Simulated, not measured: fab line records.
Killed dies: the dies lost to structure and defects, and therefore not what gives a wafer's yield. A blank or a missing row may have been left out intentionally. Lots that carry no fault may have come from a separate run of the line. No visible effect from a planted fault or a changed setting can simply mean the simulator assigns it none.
fab line records	flow nandHarc
record: lots: 13	wafers: 39	lastDay: 33
route steps=1302 shown A_SGD_CUT@907 A_SLIT@923
lots untouched by any fault: they come from a run of this same line in which no faults occurred
startH: hours from the record's first day to the start of the lot's first wafer shown	waitH: hours from the lot's prior step to this one	" as in the row above	L1.1+2: a single row standing in for several wafers	- no value present, or no start provided	* or withheld: withheld	< > ~ a bound
route shown NAME@n: a module of which the file shows steps, and the number in the route of the first	usual: mean/standard deviation of fault-free wafers	same: alike in all rows	chamber/n: place in a boat	sites: each site's reading	_std_site: standard deviation of those values	_edge_site: mean of outer sites minus mean of inner sites	radiusMm: for every site, how far away it sits from the centre of the wafer	mask NAME#n: copy n	behind: the tool/chamber that last shaped the wafer	hold: why the lot was held/for how many hours/how that ended	device: transistor that didn't switch, given as n, p or np	end of line: the same wafers' tests at the end of the route	step lacking rows: just its recipe	killed: the dies lost at the first sort to structure and to defects; this is not the yield of the wafer	map: a wafer's dies, x killed, . not, _ none there
set.NAME: the run value of the setting; set.NAME@STEP: its run value at that earlier step	model.NAME: the simulator's own value behind a step, which no gauge read
one table for each step of the route and one row for each wafer, over a sample of lots
services: the hour from which a tool's chamber was out of use, counted from the record's first day as startH (under 0 if before that day), plus the number of hours and why
== steps ==
step: NHARC_A_SGD_CUT_ETCH_15
recipe: targetDepthA: 750	timeS: 64.3	ch3fFlowSccm: 50	o2FlowSccm: 30	arFlowSccm: 200	rfW: 500	biasW: 100	chemistry: CH3F/O2
usual: ch3fFlowSccm: 50.02/0.14	drypumpMotorCurrentA: 5.8/0.5	mfcArSccm: 200.0/0.57	oesProductAu: 0.964/0.019	rfVppV: 263.6/2.2	showerheadPlenumPTorr: 2.44/0.14	throttleValvePct: 20.664/0.01
lot.wafer	tool	chamber	startH	waitH	ch3fFlowSccm	drypumpMotorCurrentA	mfcArSccm	oesProductAu	rfHoursCounterH	rfVppV	showerheadPlenumPTorr	throttleValvePct
L489.3	rieDiel-08	0	446.24	-	49.86	5.1	200.7	1.001	3.1	261.4	2.32	20.664
L489.2	"	1	"	"	50.05	5.9	199.4	0.998	3.3	265.8	2.64	20.679
L489.5	"	0	"	"	50.04	5.1	200.1	1.011	-	262.6	2.32	20.675
L491.2	rieDiel-08	1	-	-	49.99	6.0	200.6	0.991	4.8	266.6	2.64	20.660
L491.4	"	0	"	"	50.23	5.1	199.3	0.995	4.2	262.4	2.31	20.656
L491.5	"	1	"	"	50.03	6.0	200.6	0.983	-	265.6	2.64	20.663
L493.2	rieDiel-13	2	-	-	50.16	5.0	200.4	0.944	6.1	263.1	2.35	20.668
L493.6	"	2	"	"	50.07	5.0	199.8	0.941	-	262.5	2.35	20.659
L493.5	"	3	"	"	50.01	5.4	200.6	0.970	-	263.9	2.39	20.660
L494.4	rieDiel-12	0	-	-	50.18	6.1	201.1	0.970	3.3	263.8	2.53	20.662
L494.3	"	1	"	"	50.32	5.8	199.8	0.989	3.3	264.9	2.56	20.668
L494.5	"	3	"	"	49.85	6.1	200.1	0.964	-	262.2	2.33	20.667
L496.4	rieDiel-12	0	-	-	50.07	6.1	199.3	0.980	5.0	264.7	2.53	20.680
L496.2	"	1	"	"	50.01	5.8	199.6	0.989	4.8	265.0	2.56	20.660
L496.5	"	3	"	"	50.06	6.1	199.3	0.965	-	262.3	2.33	20.655
L495.2	rieDiel-08	1	-	-	50.01	6.0	200.6	0.985	7.4	268.2	2.64	20.663
L495.3	"	2	"	"	49.98	6.0	199.8	0.977	6.4	264.8	2.54	20.669
L495.5	"	0	"	"	50.05	5.1	200.0	0.969	-	261.3	2.31	20.674
L500.3	rieDiel-13	3	-	-	50.12	5.4	200.0	0.976	0.6	263.2	2.39	20.672
L500.4	"	0	"	"	49.67	6.2	200.0	0.975	0.7	267.0	2.64	20.652
L500.5	"	2	"	"	50.11	5.0	200.6	0.957	-	261.8	2.35	20.670
L498.1	rieDiel-08	1	-	-	49.95	6.0	199.1	0.969	8.2	266.9	2.64	20.670
L498.4	"	2	"	"	49.72	6.0	200.4	0.963	7.1	265.2	2.54	20.660
L498.6	"	1	"	"	50.34	6.0	198.9	0.971	-	267.3	2.64	20.671
L504.1	rieDiel-13	2	-	-	49.92	5.0	199.4	0.937	3.3	261.9	2.35	20.659
L504.2	"	3	"	"	50.11	5.4	199.9	0.949	2.9	262.7	2.39	20.653
L504.5	"	1	"	"	49.90	5.6	200.2	0.930	-	260.6	2.29	20.664
L505.4	rieDiel-08	1	-	-	49.96	6.0	200.6	0.945	1.9	267.2	2.64	20.670
L505.1	"	2	"	"	49.98	6.0	199.7	0.958	2.0	266.1	2.54	20.665
L505.3	"	3	"	"	49.95	6.7	200.3	0.974	2.1	260.0	2.30	20.668
L506.2	rieDiel-08	0	-	-	49.92	5.0	200.5	0.981	2.9	262.1	2.31	20.680
L506.5	"	3	"	"	50.34	6.7	199.0	0.963	-	260.2	2.30	20.660
L506.6	"	0	"	"	49.70	5.0	200.1	0.987	-	262.0	2.31	20.670
L511.1	rieDiel-13	3	-	-	49.80	5.4	200.6	0.959	8.5	262.3	2.39	20.657
L511.5	"	0	"	"	49.98	6.2	200.6	0.971	-	267.3	2.63	20.669
L511.6	"	1	"	"	50.31	5.7	200.0	0.952	-	261.2	2.28	20.666
L512.3	rieDiel-08	2	-	-	50.19	6.0	199.8	0.980	6.4	264.8	2.53	20.661
L512.1	"	3	"	"	50.03	6.7	201.3	0.958	5.8	262.5	2.30	20.665
L512.4	"	0	"	"	50.07	5.1	199.5	0.951	-	261.8	2.31	20.662
step: NHARC_A_SGD_CUT_INSPECT_25
usual: rawDefectCount: 401/94
lot.wafer	tool	chamber	startH	waitH	rawDefectCount
L489.2	defectInspect-01	-	452.78	-	510
L489.3	"	-	"	"	473
L489.5	"	-	"	"	363
L491.2	defectInspect-01	-	463.25	-	447
L491.4	"	-	"	"	426
L491.5	"	-	"	"	697
L493.2	defectInspect-01	-	483.80	-	380
L493.5	"	-	"	"	507
L493.6	"	-	"	"	459
L494.3	defectInspect-01	-	504.50	-	399
L494.4	"	-	"	"	468
L494.5	"	-	"	"	547
L496.2	defectInspect-02	-	524.70	-	397
L496.4	"	-	"	"	419
L496.5	"	-	"	"	305
L495.2	defectInspect-02	-	529.20	-	473
L495.3	"	-	"	"	480
L495.5	"	-	"	"	377
L498.1	defectInspect-02	-	538.18	-	333
L498.4	"	-	"	"	283
L498.6	"	-	"	"	277
L500.3	defectInspect-01	-	538.31	-	402
L500.4	"	-	"	"	462
L500.5	"	-	"	"	402
L504.1	defectInspect-02	-	587.91	-	386
L504.2	"	-	"	"	406
L504.5	"	-	"	"	343
L505.1	defectInspect-02	-	592.61	-	316
L505.3	"	-	"	"	521
L505.4	"	-	"	"	301
L506.2	defectInspect-01	-	621.21	-	352
L506.5	"	-	"	"	477
L506.6	"	-	"	"	381
L511.1	defectInspect-01	-	663.29	-	446
L511.5	"	-	"	"	463
L511.6	"	-	"	"	514
L512.1	defectInspect-01	-	678.72	0.1	330
L512.3	"	-	"	"	348
L512.4	"	-	"	"	350
step: NHARC_A_SLIT_DEP_00
recipe: targetThkA: 62000	tempC: 400	material: aC
usual: susceptorTempC: 399.98/0.19	throttleValvePct: 35.001/0.0085
lot.wafer	tool	chamber	startH	waitH	susceptorTempC	throttleValvePct
L489.2	aclDep-02	0	453.82	-	400.07	34.997
L489.3	"	0	"	"	400.03	34.996
L489.5	"	0	455.71	-	399.86	34.996
L491.2	aclDep-03	0	465.36	-	399.73	35.019
L491.4	"	0	466.62	-	399.95	34.998
L491.5	"	0	"	"	400.12	35.005
L493.2	aclDep-01	0	486.89	-	399.60	34.972
L493.5	"	0	488.77	-	399.91	35.003
L493.6	"	0	"	"	399.43	35.004
L494.3	aclDep-02	0	508.25	-	400.20	34.998
L494.4	"	0	"	"	400.02	35.000
L494.5	"	0	"	"	400.17	35.008
L496.2	aclDep-03	0	526.97	-	-	34.997
L496.4	"	0	528.21	-	-	34.985
L496.5	"	0	"	"	-	35.002
L495.2	aclDep-02	0	530.23	-	-	34.990
L495.3	"	0	"	"	-	35.003
L495.5	"	0	532.09	-	-	34.991
L498.1	aclDep-03	0	538.58	-	399.67	34.994
L498.4	"	0	540.49	-	400.04	35.010
L498.6	"	0	541.75	-	399.90	34.999
L500.3	aclDep-02	0	539.97	-	399.87	35.005
L500.4	"	0	"	"	400.26	35.004
L500.5	"	0	"	"	400.03	34.991
L504.1	aclDep-03	0	589.12	-	-	34.993
L504.2	"	0	"	"	-	34.991
L504.5	"	0	591.60	-	-	34.997
L505.1	aclDep-01	0	596.02	-	400.05	34.995
L505.3	"	0	597.28	-	400.04	34.998
L505.4	"	0	"	"	399.90	35.004
L506.2	aclDep-03	0	624.55	-	399.51	35.008
L506.5	"	0	626.43	-	399.78	35.010
L506.6	"	0	"	"	399.97	34.991
L511.1	aclDep-01	0	664.50	-	-	35.007
L511.5	"	0	666.97	-	-	35.001
L511.6	"	0	"	"	-	35.008
L512.1	aclDep-01	0	682.79	-	399.96	35.007
L512.3	"	0	684.05	-	400.12	35.009
L512.4	"	0	"	"	399.80	35.005
step: NHARC_A_SLIT_SOFTBAKE_04
recipe: tempC: 105	timeS: 55
usual: heaterPowerTotalW: 188.45/0.14
lot.wafer	tool	chamber	startH	waitH	heaterPowerTotalW
L489.2	lithoTrack-04	0	457	-	188.44
L489.3	"	0	"	"	188.48
L489.5	"	0	"	"	188.41
L491.2	lithoTrack-04	0	468	-	188.33
L491.4	"	0	"	"	188.34
L491.5	"	0	"	"	188.50
L493.2	lithoTrack-04	0	490	-	188.83
L493.5	"	0	"	"	188.32
L493.6	"	0	"	"	188.50
L494.3	lithoTrack-04	0	511	-	188.37
L494.4	"	0	"	"	188.31
L494.5	"	0	"	"	188.47
L496.2	lithoTrack-04	0	530	-	188.46
L496.4	"	0	"	"	188.73
L496.5	"	0	"	"	188.34
L495.2	lithoTrack-01	0	533	-	188.45
L495.3	"	0	"	"	188.31
L495.5	"	0	"	"	188.68
L498.1	lithoTrack-06	0	542	-	188.46
L498.4	"	0	"	"	188.42
L498.6	"	0	"	"	188.61
L500.3	lithoTrack-01	0	542	-	188.34
L500.4	"	0	"	"	188.40
L500.5	"	0	"	"	188.46
L504.1	lithoTrack-01	0	593	-	183.02
L504.2	"	0	"	"	183.03
L504.5	"	0	"	"	183.06
L505.1	lithoTrack-01	0	600	-	182.86
L505.3	"	0	"	"	182.90
L505.4	"	0	"	"	182.95
L506.2	lithoTrack-01	0	627	-	182.88
L506.5	"	0	"	"	182.91
L506.6	"	0	"	"	183.06
L511.1	lithoTrack-06	0	668	-	188.49
L511.5	"	0	"	"	188.43
L511.6	"	0	"	"	188.35
L512.1	lithoTrack-06	0	686	-	188.32
L512.3	"	0	"	"	188.49
L512.4	"	0	"	"	188.69
== services ==
tool	chamber	startH	hours	kind
rieDiel-08	0	425.80	-	clean
aclDep-02	-	428.32	13.0	pm
rieDiel-08	2	432.16	10.2	repair
rieDiel-13	2	436.09	14.0	repair
rieDiel-13	3	456.83	1.7	repair
aclDep-03	-	485.48	13.0	pm
lithoTrack-01	-	505.00	7.0	pm
rieDiel-13	-	519.00	9.0	pm
lithoTrack-06	-	529.00	7.0	pm
rieDiel-08	2	534.20	7.6	repair
rieDiel-08	-	544.84	9.0	pm
aclDep-01	-	548.09	13.0	pm
lithoTrack-04	-	553.00	7.0	pm
rieDiel-12	-	591.26	2.0	repair
rieDiel-08	0	592.38	3.8	repair
aclDep-02	-	610.95	13.0	pm
rieDiel-12	-	622.69	9.0	pm
rieDiel-13	0	627.45	7.4	repair
rieDiel-12	3	638.22	12.7	repair
aclDep-03	-	668.33	13.0	pm
rieDiel-12	2	677.50	13.9	repair
rieDiel-12	1	678.13	6.6	repair
rieDiel-13	1	679.26	9.6	repair
lithoTrack-01	-	680.00	7.0	pm
== key ==
firstSign: step: NHARC_A_SLIT_SOFTBAKE_04	reading: heaterPowerTotalW	direction: down	sigmas: 40	usual: *	struck: *
effect none on later readings
metAt NHARC_A_SLIT_SOFTBAKE_04
struckLots L504,L505,L506
testerLeftOut L504,L505,L506
notActingAt NHARC_A_SGD_CUT_ETCH_15,NHARC_A_SGD_CUT_INSPECT_25,NHARC_A_SLIT_DEP_00
onsetBetween 542 593
fault: kind: processParameterDrift	tool: lithoTrack-01	chamber: -	onsetH: 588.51	steps: NHARC_A_SLIT_SOFTBAKE_04	channel: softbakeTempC	offset: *	shape: step	endH: 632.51	actsIn: *	stated: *
testerLeftOut: of these lots the tester's yield and bins aren't shown, on N5 and GAA mostly nor the transistor test; their killed dies are dies lost to structure and defects alone, not to doping, threshold or leakage, so they don't give the yield
